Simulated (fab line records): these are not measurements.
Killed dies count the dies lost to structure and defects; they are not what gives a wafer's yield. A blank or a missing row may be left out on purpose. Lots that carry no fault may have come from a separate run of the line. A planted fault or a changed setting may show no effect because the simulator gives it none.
Matching of chambers    flow nand_harc    4 sister chambers for NHARC_A_BONDPAD_STRIP_15 on rie_diel-12
The step strips in O2. 8 wafers are shown with their chamber, then 11 later ones without.

WAFERS PAIRED WITH THEIR CHAMBERS
wafer   chamber  drypump_motor_current_A (A)  showerhead_plenum_p_Torr (Torr)
L085.5  0        5.5                          3.50
L084.4  1        5.9                          3.51
L084.5  3        6.5                          3.44
L084.6  2        5.1                          3.42
L087.2  1        5.8                          3.51
L087.3  3        6.6                          3.43
L087.4  0        5.5                          3.50
L091.2  2        5.1                          3.41

WAFERS MISSING THEIR CHAMBER
wafer   drypump_motor_current_A (A)  showerhead_plenum_p_Torr (Torr)
L091.3  6.5                          3.43
L091.4  5.8                          3.50
L092.1  5.1                          3.41
L092.2  6.5                          3.43
L092.5  5.8                          3.50
L095.1  6.5                          3.43
L095.2  5.1                          3.41
L095.4  5.1                          3.41
L096.1  5.5                          3.48
L096.3  5.1                          3.41
L096.6  6.5                          3.42

WHICH CHAMBER EACH ONE RAN IN
wafer   from the rows above  in truth
L091.3  3                    3
L091.4  1                    1
L092.1  2                    2
L092.2  3                    3
L092.5  1                    1
L095.1  3                    3
L095.2  2                    2
L095.4  2                    2
L096.1  0                    0
L096.3  2                    2
L096.6  3                    3
Correct placement for 11 of the 11. Left unplaced by these rows: 0. 0 placed wrongly.
How it was worked out, from the rows above alone: a wafer's distance from a chamber is the root of the sum, over the readings, of the square of ((its reading less the chamber's mean) divided by the reading's scatter). The wafer belongs to the nearest chamber; if the next one is less than 2 further off, it can't be placed. For every chamber, the mean is computed from those of its wafers that are shown. The scatter: the root of (the sum of the squares of (reading less its chamber's mean) over the shown wafers, divided by (wafers less chambers)).
